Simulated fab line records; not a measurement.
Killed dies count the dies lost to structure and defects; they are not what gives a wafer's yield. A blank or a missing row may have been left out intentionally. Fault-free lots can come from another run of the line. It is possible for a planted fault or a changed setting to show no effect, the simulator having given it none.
fab line records    flow nand-harc
record lots=6  wafers=18  last-day=32
route steps=1302 shown A_DECK1_JOINT@541 A_ONON_D2@545 END@1302
lots that met no fault: from a run of the same line without faults
start-h: start of the lot's first displayed wafer, in hours after the record's first day    wait-h: time in hours since the lot's previous step    " identical to the entry in the row above    L1.1+2: one row covering several wafers at once    - either no value or no given start    * or withheld: withheld    < > ~ a bound
route shown NAME@n: a module of which the file shows steps, and the number in the route of the first    usual: the fault-free wafers' mean and standard deviation    same: alike in all rows    chamber/n: place in a boat    sites: per-site readings    _std_site: standard deviation across them    _edge_site: outer sites' mean less inner sites'    radius-mm: how far each site lies from the wafer's centre    mask NAME#n: copy n    behind: the tool/chamber that last shaped the wafer    hold: the reason the lot was held/the length of the hold in hours/how it ended    device: whichever transistor did not switch (one of n, p or np)    end of line: the route-end tests of the same wafers    a step given without rows: its recipe and nothing more    killed: the dies lost at the first sort to structure and to defects; this is not the yield of the wafer    map: the dies of a wafer, with x for killed, . for not killed, _ for no die there
set.NAME: the setting the step ran with; set.NAME@STEP: the setting that earlier step ran with    model.NAME: the simulator's own value behind a step, which no gauge read
lots at some steps of the route; a table a step, a row a wafer
services: when a tool's chamber went out of use (start-h, in hours from the record's first day, below 0 if earlier), for how many hours, and the reason
## steps
# step NHARC_A_DECK1_JOINT_SRD_15
# step NHARC_A_DECK1_JOINT_DEP_16
# recipe target-thk-a=450  temp-c=400  pressure-torr=6.5  rf-w=900  teos-flow-sccm=161.4  flow-sccm=2650  target-thk-nm=45  gas=O2  material=SiO2
# usual heater-power-w=564/71  throttle-valve-pct=16.1/0.4
lot.wafer  tool      chamber  start-h  wait-h  heater-power-w  since-wet-clean-h  throttle-valve-pct
L689.2     pecvd-03  1        329.77   0.1     617             131                16.3
L689.5     "         0        "        "       715             -                  16.5
L689.6     "         2        "        "       539             -                  16.1
L690.2     pecvd-03  0        329.97   0.2     685             131                16.5
L690.6     "         1        "        "       601             -                  16.0
L690.4     "         0        "        "       695             -                  16.6
L692.2     pecvd-01  1        355.75   0.1     507             32                 15.5
L692.3     "         2        "        "       632             32                 16.2
L692.6     "         2        "        "       625             -                  16.0
L700.3     pecvd-03  1        435.39   0.1     503             56                 15.2
L700.4     "         0        "        "       684             -                  16.4
L700.5     "         2        "        "       574             -                  16.2
L703.2     pecvd-02  0        466.40   0.1     549             45                 16.1
L703.3     "         2        "        "       495             -                  16.4
L703.4     "         0        "        "       543             -                  15.9
L705.6     pecvd-01  1        486.50   0.2     437             -                  15.8
L705.5     "         2        "        "       644             -                  16.4
L705.4     "         0        "        "       508             -                  15.8
# step NHARC_A_DECK1_JOINT_THK_MEAS_17
# recipe thk-meas-gauge=ellipsometry
# usual thk-nm=45.2/1.2
lot.wafer  tool           chamber  start-h  wait-h  thk-nm
L689.2     film-metro-02  -        330.02   0.2     45.6
L689.5     "              -        "        "       47.0
L689.6     "              -        "        "       46.0
L690.2     film-metro-01  -        330.19   0.2     43.9
L690.4     "              -        "        "       41.5
L690.6     "              -        "        "       44.1
L692.2     film-metro-02  -        356.00   0.2     44.5
L692.3     "              -        "        "       44.9
L692.6     "              -        "        "       45.0
L700.3     film-metro-01  -        435.64   0.2     44.9
L700.4     "              -        "        "       46.2
L700.5     "              -        "        "       45.9
L703.2     film-metro-02  -        466.73   0.3     44.5
L703.3     "              -        "        "       44.0
L703.4     "              -        "        "       43.1
L705.4     film-metro-02  -        486.69   0.1     44.9
L705.5     "              -        "        "       44.3
L705.6     "              -        "        "       46.8
# step NHARC_A_DECK1_JOINT_INSPECT_05
# usual raw-defect-count=314/110
lot.wafer  tool               chamber  start-h  wait-h  raw-defect-count
L689.2     defect-inspect-01  -        330.06   0.0     224
L689.5     "                  -        "        "       186
L689.6     "                  -        "        "       371
L690.2     defect-inspect-02  -        330.23   0.0     221
L690.4     "                  -        "        "       306
L690.6     "                  -        "        "       369
L692.2     defect-inspect-01  -        356.04   0.0     413
L692.3     "                  -        "        "       239
L692.6     "                  -        "        "       352
L700.3     defect-inspect-02  -        435.68   0.0     273
L700.4     "                  -        "        "       346
L700.5     "                  -        "        "       252
L703.2     defect-inspect-01  -        466.76   0.0     679
L703.3     "                  -        "        "       474
L703.4     "                  -        "        "       432
L705.4     defect-inspect-01  -        486.73   0.0     310
L705.5     "                  -        "        "       364
L705.6     "                  -        "        "       300
# step NHARC_A_ONON_D2_DEP_00
# recipe target-thk-a=10000  n2-flow-sccm=2750  n2o-flow-sccm=2000  nh3-flow-sccm=500  sih4-flow-sccm=210  temp-c=400
# step NHARC_A_ONON_D2_THK_MEAS_02
# recipe thk-meas-gauge=ellipsometry
# usual thk-nm=1000/12
lot.wafer  tool           chamber  start-h  wait-h  thk-nm
L689.2     film-metro-01  -        330.64   -       993
L689.5     "              -        "        "       991
L689.6     "              -        "        "       991
L690.2     film-metro-02  -        330.81   -       1003
L690.4     "              -        "        "       1005
L690.6     "              -        "        "       1003
L692.2     film-metro-01  -        356.62   -       1011
L692.3     "              -        "        "       1010
L692.6     "              -        "        "       1009
L700.3     film-metro-02  -        436.26   -       1019
L700.4     "              -        "        "       1019
L700.5     "              -        "        "       1017
L703.2     film-metro-01  -        467.34   -       984
L703.3     "              -        "        "       982
L703.4     "              -        "        "       982
L705.4     film-metro-02  -        487.38   -       1012
L705.5     "              -        "        "       1013
L705.6     "              -        "        "       1013
# step NHARC_A_ONON_D2_DEP_03
# recipe target-thk-a=10000  n2-flow-sccm=2750  n2o-flow-sccm=2000  nh3-flow-sccm=500  sih4-flow-sccm=210  temp-c=400
# step NHARC_A_ONON_D2_THK_MEAS_05
# recipe thk-meas-gauge=ellipsometry
# usual thk-nm=1000/9.6
lot.wafer  tool           chamber  start-h  wait-h  thk-nm
L689.2     film-metro-01  -        331.20   -       1000
L689.5     "              -        "        "       999
L689.6     "              -        "        "       1001
L690.2     film-metro-01  -        331.37   -       1010
L690.4     "              -        "        "       1009
L690.6     "              -        "        "       1011
L692.2     film-metro-01  -        357.18   -       1007
L692.3     "              -        "        "       1006
L692.6     "              -        "        "       1006
L700.3     film-metro-02  -        436.83   -       1003
L700.4     "              -        "        "       1003
L700.5     "              -        "        "       1002
L703.2     film-metro-02  -        467.91   -       985
L703.3     "              -        "        "       986
L703.4     "              -        "        "       986
L705.4     film-metro-01  -        487.94   -       1012
L705.5     "              -        "        "       1014
L705.6     "              -        "        "       1013
# step NHARC_A_ONON_D2_DEP_06
# recipe target-thk-a=10000  n2-flow-sccm=2750  n2o-flow-sccm=2000  nh3-flow-sccm=500  sih4-flow-sccm=210  temp-c=400
# step NHARC_A_ONON_D2_THK_MEAS_08
# recipe thk-meas-gauge=ellipsometry
# usual thk-nm=1001/11
lot.wafer  tool           chamber  start-h  wait-h  thk-nm
L689.2     film-metro-01  -        331.77   -       993
L689.5     "              -        "        "       993
L689.6     "              -        "        "       994
L690.2     film-metro-02  -        331.94   -       1011
L690.4     "              -        "        "       1011
L690.6     "              -        "        "       1010
L692.2     film-metro-02  -        357.75   -       992
L692.3     "              -        "        "       993
L692.6     "              -        "        "       993
L700.3     film-metro-02  -        437.39   -       990
L700.4     "              -        "        "       989
L700.5     "              -        "        "       990
L703.2     film-metro-02  -        468.48   -       998
L703.3     "              -        "        "       999
L703.4     "              -        "        "       996
L705.4     film-metro-01  -        488.51   -       1019
L705.5     "              -        "        "       1020
L705.6     "              -        "        "       1016
# step NHARC_A_ONON_D2_DEP_09
# recipe target-thk-a=10000  n2-flow-sccm=2750  n2o-flow-sccm=2000  nh3-flow-sccm=500  sih4-flow-sccm=210  temp-c=400
# step NHARC_A_ONON_D2_THK_MEAS_11
# recipe thk-meas-gauge=ellipsometry
# usual thk-nm=999/13
lot.wafer  tool           chamber  start-h  wait-h  thk-nm
L689.2     film-metro-01  -        332.34   -       1007
L689.5     "              -        "        "       1006
L689.6     "              -        "        "       1005
L690.2     film-metro-02  -        332.51   -       998
L690.4     "              -        "        "       997
L690.6     "              -        "        "       998
L692.2     film-metro-01  -        358.32   -       998
L692.3     "              -        "        "       998
L692.6     "              -        "        "       997
L700.3     film-metro-02  -        437.96   -       1009
L700.4     "              -        "        "       1009
L700.5     "              -        "        "       1012
L703.2     film-metro-02  -        469.04   -       997
L703.3     "              -        "        "       997
L703.4     "              -        "        "       997
L705.4     film-metro-02  -        489.07   -       1026
L705.5     "              -        "        "       1029
L705.6     "              -        "        "       1028
# step NHARC_A_ONON_D2_DEP_12
# recipe target-thk-a=10000  n2-flow-sccm=2750  n2o-flow-sccm=2000  nh3-flow-sccm=500  sih4-flow-sccm=210  temp-c=400
lot.wafer   tool           chamber  start-h  wait-h
L689.2+5+6  pecvd-onon-01  0        332.45   0.1
L690.2+4+6  pecvd-onon-02  0        332.62   0.1
L692.2+3+6  pecvd-onon-02  0        358.43   0.1
L700.3+4+5  pecvd-onon-02  0        438.13   0.2
L703.2+3+4  pecvd-onon-03  0        469.16   0.1
L705.4+5+6  pecvd-onon-03  0        489.30   0.2
# step NHARC_A_ONON_D2_THK_MEAS_14
# recipe thk-meas-gauge=ellipsometry
# usual thk-nm=999/9.5
lot.wafer  tool           chamber  start-h  wait-h  thk-nm
L689.2     film-metro-01  -        332.92   -       995
L689.5     "              -        "        "       997
L689.6     "              -        "        "       995
L690.2     film-metro-02  -        333.07   -       718
L690.4     "              -        "        "       716
L690.6     "              -        "        "       718
L692.2     film-metro-02  -        358.88   -       722
L692.3     "              -        "        "       722
L692.6     "              -        "        "       720
L700.3     film-metro-02  -        438.55   -       1013
L700.4     "              -        "        "       1015
L700.5     "              -        "        "       1014
L703.2     film-metro-02  -        469.61   -       1001
L703.3     "              -        "        "       1002
L703.4     "              -        "        "       1001
L705.4     film-metro-01  -        489.64   -       993
L705.5     "              -        "        "       993
L705.6     "              -        "        "       995
# step NHARC_A_ONON_D2_ANNEAL_15
# recipe temp-c=750  time-s=3600
# step NHARC_END_SORT_01
# recipe temp-c=25
# usual killed-at-array=65/19  killed-at-other=0.9/1.1  killed-at-periphery=3.5/2.3  killed-dies=69/19  killed-open=3.2/1.8  killed-short=2.4/1.5
# same gross-dies=677
lot.wafer  tool       chamber  start-h  wait-h  killed-at-array  killed-at-other  killed-at-periphery  killed-dies  killed-open  killed-short
L690.2     prober-01  0        619.54   2.8     671              0                6                    677          2            0
L690.4     prober-01  0        621.13   3.4     674              0                3                    677          3            2
L690.6     prober-01  0        622.72   4.0     672              1                4                    677          3            2
L692.2     prober-01  0        640.74   2.8     671              0                6                    677          2            1
L692.3     prober-01  0        641.54   3.1     674              0                3                    677          3            3
L692.6     prober-01  0        643.94   4.0     672              0                5                    677          6            2
# killed by level:class
L690.2 A_ONON_D2:area-dep=590 A_CHANNEL_HOLE_D2:chamber-film-flake=36 A_SLIT:chamber-film-flake=33 A_CHANNEL_HOLE_D1:chamber-film-flake=5 A_STAIRCASE:chamber-film-flake=3 A_M0:geometric-particle:open=2 P_ZERO_WELL:chamber-film-flake=2 P_GATE:chamber-film-flake=2
L690.4 A_ONON_D2:area-dep=589 A_SLIT:chamber-film-flake=38 A_CHANNEL_HOLE_D2:chamber-film-flake=35 A_STAIRCASE:chamber-film-flake=5 A_M0:chamber-film-flake=3 P_BONDPAD:geometric-particle:short=1 A_ONON_D2:geometric-particle:open=1 A_ONON_D2:geometric-particle:short=1
L690.6 A_ONON_D2:area-dep=589 A_SLIT:chamber-film-flake=41 A_CHANNEL_HOLE_D2:chamber-film-flake=27 A_BLC:chamber-film-flake=3 A_M0:chamber-film-flake=3 P_ZERO_WELL:chamber-film-flake=2 A_CHANNEL_HOLE_D1:chamber-film-flake=2 A_STAIRCASE:chamber-film-flake=2
L692.2 A_ONON_D2:area-dep=603 A_CHANNEL_HOLE_D1:chamber-film-flake=41 A_CHANNEL_HOLE_D2:chamber-film-flake=11 A_CONTACT:chamber-film-flake=7 P_GATE:chamber-film-flake=3 A_STAIRCASE:chamber-film-flake=3 P_M1:chamber-film-flake=2 A_DECK1_JOINT:chamber-film-flake=2
L692.3 A_ONON_D2:area-dep=605 A_CHANNEL_HOLE_D1:chamber-film-flake=36 A_CHANNEL_HOLE_D2:chamber-film-flake=16 A_STAIRCASE:chamber-film-flake=4 A_CONTACT:chamber-film-flake=4 A_SLIT:chamber-film-flake=2 P_GATE:geometric-particle:open=1 P_CONTACT:geometric-particle:open=1
L692.6 A_ONON_D2:area-dep=608 A_CHANNEL_HOLE_D1:chamber-film-flake=28 A_CHANNEL_HOLE_D2:chamber-film-flake=15 A_STAIRCASE:chamber-film-flake=3 A_WL_FILL:chamber-film-flake=3 A_CONTACT:chamber-film-flake=3 P_ZERO_WELL:chamber-film-flake=2 A_DECK1_JOINT:chamber-film-flake=2
# map L690.2 (x killed, . not)
____________x____________
_________xxxxxxx_________
_______xxxxxxxxxxx_______
______xxxxxxxxxxxxx______
_____xxxxxxxxxxxxxxx_____
____xxxxxxxxxxxxxxxxx____
____xxxxxxxxxxxxxxxxx____
___xxxxxxxxxxxxxxxxxxx___
___xxxxxxxxxxxxxxxxxxx___
__xxxxxxxxxxxxxxxxxxxxx__
__xxxxxxxxxxxxxxxxxxxxx__
_xxxxxxxxxxxxxxxxxxxxxxx_
_xxxxxxxxxxxxxxxxxxxxxxx_
_xxxxxxxxxxxxxxxxxxxxxxx_
_xxxxxxxxxxxxxxxxxxxxxxx_
_xxxxxxxxxxxxxxxxxxxxxxx_
xxxxxxxxxxxxxxxxxxxxxxxxx
xxxxxxxxxxxxxxxxxxxxxxxxx
xxxxxxxxxxxxxxxxxxxxxxxxx
xxxxxxxxxxxxxxxxxxxxxxxxx
xxxxxxxxxxxxxxxxxxxxxxxxx
_xxxxxxxxxxxxxxxxxxxxxxx_
_xxxxxxxxxxxxxxxxxxxxxxx_
_xxxxxxxxxxxxxxxxxxxxxxx_
_xxxxxxxxxxxxxxxxxxxxxxx_
_xxxxxxxxxxxxxxxxxxxxxxx_
__xxxxxxxxxxxxxxxxxxxxx__
__xxxxxxxxxxxxxxxxxxxxx__
___xxxxxxxxxxxxxxxxxxx___
___xxxxxxxxxxxxxxxxxxx___
____xxxxxxxxxxxxxxxxx____
____xxxxxxxxxxxxxxxxx____
_____xxxxxxxxxxxxxxx_____
______xxxxxxxxxxxxx______
_______xxxxxxxxxxx_______
_________xxxxxxx_________
____________x____________
# map L692.2 (x killed, . not)
____________x____________
_________xxxxxxx_________
_______xxxxxxxxxxx_______
______xxxxxxxxxxxxx______
_____xxxxxxxxxxxxxxx_____
____xxxxxxxxxxxxxxxxx____
____xxxxxxxxxxxxxxxxx____
___xxxxxxxxxxxxxxxxxxx___
___xxxxxxxxxxxxxxxxxxx___
__xxxxxxxxxxxxxxxxxxxxx__
__xxxxxxxxxxxxxxxxxxxxx__
_xxxxxxxxxxxxxxxxxxxxxxx_
_xxxxxxxxxxxxxxxxxxxxxxx_
_xxxxxxxxxxxxxxxxxxxxxxx_
_xxxxxxxxxxxxxxxxxxxxxxx_
_xxxxxxxxxxxxxxxxxxxxxxx_
xxxxxxxxxxxxxxxxxxxxxxxxx
xxxxxxxxxxxxxxxxxxxxxxxxx
xxxxxxxxxxxxxxxxxxxxxxxxx
xxxxxxxxxxxxxxxxxxxxxxxxx
xxxxxxxxxxxxxxxxxxxxxxxxx
_xxxxxxxxxxxxxxxxxxxxxxx_
_xxxxxxxxxxxxxxxxxxxxxxx_
_xxxxxxxxxxxxxxxxxxxxxxx_
_xxxxxxxxxxxxxxxxxxxxxxx_
_xxxxxxxxxxxxxxxxxxxxxxx_
__xxxxxxxxxxxxxxxxxxxxx__
__xxxxxxxxxxxxxxxxxxxxx__
___xxxxxxxxxxxxxxxxxxx___
___xxxxxxxxxxxxxxxxxxx___
____xxxxxxxxxxxxxxxxx____
____xxxxxxxxxxxxxxxxx____
_____xxxxxxxxxxxxxxx_____
______xxxxxxxxxxxxx______
_______xxxxxxxxxxx_______
_________xxxxxxx_________
____________x____________
## services
tool           chamber  start-h  hours  kind
pecvd-01       -        311.22   13.0   pm
pecvd-01       0        311.22   13.0   vent-cycle
pecvd-01       1        311.22   13.0   vent-cycle
pecvd-01       2        311.22   13.0   vent-cycle
pecvd-01       0        324.22   -      clean
pecvd-01       1        324.22   -      clean
pecvd-01       2        324.22   -      clean
pecvd-02       1        331.67   18.1   repair
pecvd-onon-02  -        366.11   13.0   pm
pecvd-03       -        366.57   13.0   pm
pecvd-03       0        366.57   13.1   vent-cycle
pecvd-03       1        366.57   13.0   vent-cycle
pecvd-03       2        366.57   13.0   vent-cycle
pecvd-03       1        379.57   -      clean
pecvd-03       2        379.57   -      clean
pecvd-02       -        408.09   13.0   pm
pecvd-02       0        408.09   13.0   vent-cycle
pecvd-02       1        408.09   13.0   vent-cycle
pecvd-02       2        408.09   13.0   vent-cycle
pecvd-onon-03  -        408.29   13.0   pm
pecvd-onon-02  -        439.45   1.3    repair
pecvd-02       -        439.73   0.7    repair
pecvd-onon-01  -        450.45   13.0   pm
pecvd-02       1        462.07   10.2   repair
## key
first-sign step=NHARC_A_ONON_D2_THK_MEAS_14  reading=thk-nm  direction=down  sigmas=30  usual=999  struck=719
effect step=NHARC_END_SORT_01  reading=killed-at-array  direction=up  sigmas=32  usual=65  struck=672
more-kills-born-at NHARC_A_ONON_D2_DEP_12@pecvd-onon-02=3584
met-at NHARC_A_ONON_D2_DEP_12
struck-wafers L690.2,L690.4,L690.6,L692.2,L692.3,L692.6
later-rows-left-out L690.2,L690.4,L690.6,L692.2,L692.3,L692.6
tester-left-out L690,L692
fault kind=process-parameter-drift  tool=pecvd-onon-02  chamber=-  onset-h=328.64  steps=NHARC_A_ONON_D2_DEP_12  channel=target-thk-a  offset=*  shape=step  end-h=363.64  acts-in=*  stated=*
# tester-left-out: of these lots the tester's yield and bins aren't shown, on N5 and GAA mostly nor the transistor test; their killed dies are dies lost to structure and defects alone, not to doping, threshold or leakage, so they don't give the yield
# later-rows-left-out: the simulator's readings of these wafers behind a module that went badly wrong aren't trusted and aren't shown, but for the sort
